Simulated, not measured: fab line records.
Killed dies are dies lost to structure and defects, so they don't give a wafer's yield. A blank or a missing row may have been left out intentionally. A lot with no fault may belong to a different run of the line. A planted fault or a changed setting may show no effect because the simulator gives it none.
Which of the tools did it? || flow nand_harc || 13 lots with 39 wafers sampled at 5 steps, on a route of 1159 steps

== WHAT THE GAUGES SHOWED, per wafer ==
NHARC_A_CONTACT_OVL_MEAS_70.
{"lot": "L840", "measured": "day 16 19:04", "on": "overlay-01", "overlay_x_nm (nm)": "-0.5 -0.9 -0.9", "overlay_y_nm (nm)": "-0.4 -0.2 0.2"}
{"lot": "L838", "measured": "day 16 20:50", "on": "overlay-01", "overlay_x_nm (nm)": "0.9 1.5 0.8", "overlay_y_nm (nm)": "0.7 0.4 0.3"}
{"lot": "L839", "measured": "day 17 01:29", "on": "overlay-01", "overlay_x_nm (nm)": "0.4 0.3 0.7", "overlay_y_nm (nm)": "-2.3 -1.5 -1.8"}
{"lot": "L842", "measured": "day 17 08:35", "on": "overlay-02", "overlay_x_nm (nm)": "0.1 0.9 0.0", "overlay_y_nm (nm)": "-0.3 0.0 0.8"}
{"lot": "L843", "measured": "day 17 12:50", "on": "overlay-01", "overlay_x_nm (nm)": "-1.4 -1.4 -1.1", "overlay_y_nm (nm)": "-0.4 -0.5 -0.7"}
{"lot": "L847", "measured": "day 19 03:29", "on": "overlay-02", "overlay_x_nm (nm)": "0.9 0.9 0.6", "overlay_y_nm (nm)": "-0.2 -0.2 -0.1"}
{"lot": "L850", "measured": "day 19 23:52", "on": "overlay-02", "overlay_x_nm (nm)": "0.3 -0.1 -0.3", "overlay_y_nm (nm)": "1.5 1.1 1.7"}
{"lot": "L854", "measured": "day 20 20:50", "on": "overlay-01", "overlay_x_nm (nm)": "1.0 1.0 1.0", "overlay_y_nm (nm)": "0.1 0.2 0.6"}
{"lot": "L855", "measured": "day 20 22:35", "on": "overlay-02", "overlay_x_nm (nm)": "0.6 1.5 1.5", "overlay_y_nm (nm)": "-0.6 -0.8 -0.9"}
{"lot": "L858", "measured": "day 21 12:38", "on": "overlay-01", "overlay_x_nm (nm)": "0.2 -0.3 0.0", "overlay_y_nm (nm)": "-1.0 -0.5 -1.0"}
{"lot": "L859", "measured": "day 21 21:38", "on": "overlay-02", "overlay_x_nm (nm)": "0.7 0.3 0.9", "overlay_y_nm (nm)": "1.2 1.4 0.9"}
{"lot": "L856", "measured": "day 22 00:44", "on": "overlay-02", "overlay_x_nm (nm)": "-0.5 -0.6 -1.2", "overlay_y_nm (nm)": "0.9 0.9 0.2"}
{"lot": "L860", "measured": "day 22 16:56", "on": "overlay-01", "overlay_x_nm (nm)": "0.4 1.0 0.4", "overlay_y_nm (nm)": "-0.1 -0.3 0.7"}

NHARC_END_SORT_01.
{"lot": "L840", "measured": "day 19 10:23", "on": "prober-01", "killed_at_array": "10 13 13", "killed_at_other": "1 2 1", "killed_at_periphery": "6 1 2", "killed_dies": "17 16 16", "killed_open": "4 3 3", "killed_short": "1 0 4"}
{"lot": "L847", "measured": "day 24 19:25", "on": "prober-01", "killed_at_array": "19 22 23", "killed_at_other": "1 1 2", "killed_at_periphery": "4 6 3", "killed_dies": "24 29 28", "killed_open": "2 6 2", "killed_short": "1 1 5"}
{"lot": "L850", "measured": "day 25 11:40", "on": "prober-02", "killed_at_array": "304 15 304", "killed_at_other": "0 0 2", "killed_at_periphery": "5 3 3", "killed_dies": "309 18 309", "killed_open": "6 5 5", "killed_short": "2 0 2"}
{"lot": "L854", "measured": "day 26 02:29", "on": "prober-02", "killed_at_array": "29 33 26", "killed_at_other": "3 1 1", "killed_at_periphery": "3 2 3", "killed_dies": "35 36 30", "killed_open": "4 4 3", "killed_short": "2 0 2"}
{"lot": "L858", "measured": "day 26 02:29", "on": "prober-01", "killed_at_array": "23 21 19", "killed_at_other": "0 0 0", "killed_at_periphery": "0 2 1", "killed_dies": "23 23 20", "killed_open": "5 5 5", "killed_short": "2 5 0"}
{"lot": "L856", "measured": "day 26 11:07", "on": "prober-01", "killed_at_array": "40 48 49", "killed_at_other": "0 0 0", "killed_at_periphery": "7 1 3", "killed_dies": "47 49 52", "killed_open": "6 3 4", "killed_short": "0 0 5"}

== WHICH TOOL RAN EACH LOT (tool, then ch and the chambers of the sampled wafers, then the start) ==
{"lot": "L840", "NHARC_A_CONTACT_ETCH_77": "rie_diel-13 ch 0,3, day 16 19:41", "NHARC_A_CONTACT_ETCH_124": "har_cap_etch-01 ch 0, day 16 20:20", "NHARC_A_CONTACT_ETCH_126": "har_cap_etch-01 ch 0, day 16 20:40"}
{"lot": "L838", "NHARC_A_CONTACT_ETCH_77": "rie_diel-13 ch 2,3, day 16 21:32", "NHARC_A_CONTACT_ETCH_124": "har_cap_etch-03 ch 0,1, day 16 22:13", "NHARC_A_CONTACT_ETCH_126": "har_cap_etch-03 ch 0,1, day 16 22:32"}
{"lot": "L839", "NHARC_A_CONTACT_ETCH_77": "rie_diel-07 ch 0,1,2, day 17 02:14", "NHARC_A_CONTACT_ETCH_124": "har_cap_etch-01 ch 0,1, day 17 03:00", "NHARC_A_CONTACT_ETCH_126": "har_cap_etch-01 ch 0,1, day 17 03:19"}
{"lot": "L842", "NHARC_A_CONTACT_ETCH_77": "rie_diel-07 ch 1,2, day 17 09:19", "NHARC_A_CONTACT_ETCH_124": "har_cap_etch-01 ch 0, day 17 10:02", "NHARC_A_CONTACT_ETCH_126": "har_cap_etch-01 ch 0, day 17 10:23"}
{"lot": "L843", "NHARC_A_CONTACT_ETCH_77": "rie_diel-07 ch 1,2, day 17 13:35", "NHARC_A_CONTACT_ETCH_124": "har_cap_etch-02 ch 0,1, day 17 14:19", "NHARC_A_CONTACT_ETCH_126": "har_cap_etch-02 ch 0,1, day 17 14:39"}
{"lot": "L847", "NHARC_A_CONTACT_ETCH_77": "rie_diel-13 ch 1,2, day 19 04:07", "NHARC_A_CONTACT_ETCH_124": "har_cap_etch-02 ch 0,1, day 19 04:43", "NHARC_A_CONTACT_ETCH_126": "har_cap_etch-02 ch 0,1, day 19 05:04"}
{"lot": "L850", "NHARC_A_CONTACT_ETCH_77": "rie_diel-07 ch 1,3, day 20 00:46", "NHARC_A_CONTACT_ETCH_124": "har_cap_etch-03 ch 0,1, day 20 01:31", "NHARC_A_CONTACT_ETCH_126": "har_cap_etch-03 ch 0,1, day 20 01:51"}
{"lot": "L854", "NHARC_A_CONTACT_ETCH_77": "rie_diel-13 ch 0,1,2, day 20 21:27", "NHARC_A_CONTACT_ETCH_124": "har_cap_etch-01 ch 0,1, day 20 22:06", "NHARC_A_CONTACT_ETCH_126": "har_cap_etch-01 ch 0,1, day 20 22:32"}
{"lot": "L855", "NHARC_A_CONTACT_ETCH_77": "rie_diel-13 ch 1,3, day 20 23:12", "NHARC_A_CONTACT_ETCH_124": "har_cap_etch-03 ch 0,1, day 20 23:53", "NHARC_A_CONTACT_ETCH_126": "har_cap_etch-03 ch 0,1, day 21 00:12"}
{"lot": "L858", "NHARC_A_CONTACT_ETCH_77": "rie_diel-13 ch 1,2,3, day 21 13:19", "NHARC_A_CONTACT_ETCH_124": "har_cap_etch-02 ch 0,1, day 21 13:55", "NHARC_A_CONTACT_ETCH_126": "har_cap_etch-02 ch 0,1, day 21 14:15"}
{"lot": "L859", "NHARC_A_CONTACT_ETCH_77": "rie_diel-11 ch 0,2,3, day 21 22:32", "NHARC_A_CONTACT_ETCH_124": "har_cap_etch-01 ch 0,1, day 21 23:15", "NHARC_A_CONTACT_ETCH_126": "har_cap_etch-01 ch 0,1, day 21 23:36"}
{"lot": "L856", "NHARC_A_CONTACT_ETCH_77": "rie_diel-13 ch 1,2, day 22 01:22", "NHARC_A_CONTACT_ETCH_124": "har_cap_etch-02 ch 0,1, day 22 01:59", "NHARC_A_CONTACT_ETCH_126": "har_cap_etch-02 ch 0,1, day 22 02:20"}
{"lot": "L860", "NHARC_A_CONTACT_ETCH_77": "rie_diel-13 ch 0,1,3, day 22 17:41", "NHARC_A_CONTACT_ETCH_124": "har_cap_etch-02 ch 0,1, day 22 18:20", "NHARC_A_CONTACT_ETCH_126": "har_cap_etch-02 ch 0,1, day 22 18:40"}
- NHARC_A_CONTACT_ETCH_77: etches the open film in CF4/CHF3, target depth 72.6 nm, time 36.3 s.
- NHARC_A_CONTACT_ETCH_124: etches the open film in C4F8/O2/Ar, time 140 s, target depth 700 nm.
- NHARC_A_CONTACT_ETCH_126: etches the open film in C4F8/O2/Ar, time 155 s, target depth 956 nm.

== AS READ BY THE TOOLS THEMSELVES (means over the sampled wafers that have a number; for cases with no such wafer, the mark the record gives instead) ==
NHARC_A_CONTACT_ETCH_77.
{"lot": "L840", "tool": "rie_diel-13", "drypump_motor_current_A (A)": 5.8, "oes_product_au (a.u.)": 0.975, "rf_vpp_V (V)": 371.5, "run_length_s (s)": 56.8, "showerhead_plenum_p_Torr (Torr)": 1.59, "throttle_valve_pct (%)": 16.808}
{"lot": "L838", "tool": "rie_diel-13", "drypump_motor_current_A (A)": 6.2, "oes_product_au (a.u.)": 0.934, "rf_vpp_V (V)": 371.3, "run_length_s (s)": 57.2, "showerhead_plenum_p_Torr (Torr)": 1.59, "throttle_valve_pct (%)": 16.801}
{"lot": "L839", "tool": "rie_diel-07", "drypump_motor_current_A (A)": 5.8, "oes_product_au (a.u.)": 0.932, "rf_vpp_V (V)": 370.2, "run_length_s (s)": 56.9, "showerhead_plenum_p_Torr (Torr)": 1.56, "throttle_valve_pct (%)": 16.812}
{"lot": "L842", "tool": "rie_diel-07", "drypump_motor_current_A (A)": 5.2, "oes_product_au (a.u.)": 0.928, "rf_vpp_V (V)": 369.5, "run_length_s (s)": 57.1, "showerhead_plenum_p_Torr (Torr)": 1.56, "throttle_valve_pct (%)": 16.796}
{"lot": "L843", "tool": "rie_diel-07", "drypump_motor_current_A (A)": 5.6, "oes_product_au (a.u.)": 0.969, "rf_vpp_V (V)": 371.2, "run_length_s (s)": 57.2, "showerhead_plenum_p_Torr (Torr)": 1.60, "throttle_valve_pct (%)": 16.806}
{"lot": "L847", "tool": "rie_diel-13", "drypump_motor_current_A (A)": 5.8, "oes_product_au (a.u.)": 0.939, "rf_vpp_V (V)": 369.1, "run_length_s (s)": 57.6, "showerhead_plenum_p_Torr (Torr)": 1.53, "throttle_valve_pct (%)": 16.813}
{"lot": "L850", "tool": "rie_diel-07", "drypump_motor_current_A (A)": 5.3, "oes_product_au (a.u.)": 0.939, "rf_vpp_V (V)": 371.7, "run_length_s (s)": 51.5, "showerhead_plenum_p_Torr (Torr)": 1.62, "throttle_valve_pct (%)": 16.794}
{"lot": "L854", "tool": "rie_diel-13", "drypump_motor_current_A (A)": 5.6, "oes_product_au (a.u.)": 0.936, "rf_vpp_V (V)": 370.3, "run_length_s (s)": 57.1, "showerhead_plenum_p_Torr (Torr)": 1.55, "throttle_valve_pct (%)": 16.807}
{"lot": "L855", "tool": "rie_diel-13", "drypump_motor_current_A (A)": 5.9, "oes_product_au (a.u.)": 0.940, "rf_vpp_V (V)": 372.4, "run_length_s (s)": 57.2, "showerhead_plenum_p_Torr (Torr)": 1.61, "throttle_valve_pct (%)": 16.801}
{"lot": "L858", "tool": "rie_diel-13", "drypump_motor_current_A (A)": 5.8, "oes_product_au (a.u.)": 0.938, "rf_vpp_V (V)": 371.0, "run_length_s (s)": 57.4, "showerhead_plenum_p_Torr (Torr)": 1.57, "throttle_valve_pct (%)": 16.795}
{"lot": "L859", "tool": "rie_diel-11", "drypump_motor_current_A (A)": 6.0, "oes_product_au (a.u.)": 0.934, "rf_vpp_V (V)": 372.2, "run_length_s (s)": 57.3, "showerhead_plenum_p_Torr (Torr)": 1.62, "throttle_valve_pct (%)": 16.801}
{"lot": "L856", "tool": "rie_diel-13", "drypump_motor_current_A (A)": 5.7, "oes_product_au (a.u.)": 0.936, "rf_vpp_V (V)": 369.0, "run_length_s (s)": 57.4, "showerhead_plenum_p_Torr (Torr)": 1.52, "throttle_valve_pct (%)": 16.803}
{"lot": "L860", "tool": "rie_diel-13", "drypump_motor_current_A (A)": 5.7, "oes_product_au (a.u.)": 0.950, "rf_vpp_V (V)": 370.6, "run_length_s (s)": 57.0, "showerhead_plenum_p_Torr (Torr)": 1.59, "throttle_valve_pct (%)": 16.802}

NHARC_A_CONTACT_ETCH_124.
{"lot": "L840", "tool": "har_cap_etch-01", "run_length_s (s)": 141.5}
{"lot": "L838", "tool": "har_cap_etch-03", "run_length_s (s)": 141.6}
{"lot": "L839", "tool": "har_cap_etch-01", "run_length_s (s)": 141.2}
{"lot": "L842", "tool": "har_cap_etch-01", "run_length_s (s)": 141.4}
{"lot": "L843", "tool": "har_cap_etch-02", "run_length_s (s)": 141.3}
{"lot": "L847", "tool": "har_cap_etch-02", "run_length_s (s)": 141.6}
{"lot": "L850", "tool": "har_cap_etch-03", "run_length_s (s)": 141.2}
{"lot": "L854", "tool": "har_cap_etch-01", "run_length_s (s)": 141.2}
{"lot": "L855", "tool": "har_cap_etch-03", "run_length_s (s)": 141.1}
{"lot": "L858", "tool": "har_cap_etch-02", "run_length_s (s)": 141.4}
{"lot": "L859", "tool": "har_cap_etch-01", "run_length_s (s)": 141.1}
{"lot": "L856", "tool": "har_cap_etch-02", "run_length_s (s)": 141.7}
{"lot": "L860", "tool": "har_cap_etch-02", "run_length_s (s)": 141.6}

== THE ANSWER, worked out from the rows above alone ==
Rule: what is usual is taken from the lots themselves. Put in order of their means at a reading, lots are off if they are a third of the lots or fewer, leave a main group of 4 or more, and stand apart from it by a gap of 3 or more times the standard deviation of the main group's means; of several such gaps the widest counts. If all means in a main group match to the digits the tables above print for the reading, that group is not used. Also off: a lot with no number at a reading for which 4 or more lots have one. All remaining lots with rows at the step are treated as sound. The gauges are gone through in route order, then the tools' own readings, and for those a lot's mean is taken as printed above. At the first step where some lot is off, the reading lying furthest off is the one used; lots without a number count as furthest.
Off, at NHARC_END_SORT_01 on killed_at_array: L850. The main group: mean 26, standard deviation 11. Neither off nor sound, because the step has no rows for them: L838, L839, L842, L843, L855, L859, L860.
A tool fits if, at a process step before that reading, it ran every lot that is off, and no sound lot after the first of them. Not tried: the gauges at NHARC_END_SORT_01; whatever is off there is also off at NHARC_A_CONTACT_ETCH_77, on other tools, and gauge error can't account for it. Undecided on this evidence; 2 tools fit (rie_diel-07 at NHARC_A_CONTACT_ETCH_77, har_cap_etch-03 at NHARC_A_CONTACT_ETCH_124 and NHARC_A_CONTACT_ETCH_126).

== WHAT HAD BEEN PUT IN BY THE SIMULATOR ==
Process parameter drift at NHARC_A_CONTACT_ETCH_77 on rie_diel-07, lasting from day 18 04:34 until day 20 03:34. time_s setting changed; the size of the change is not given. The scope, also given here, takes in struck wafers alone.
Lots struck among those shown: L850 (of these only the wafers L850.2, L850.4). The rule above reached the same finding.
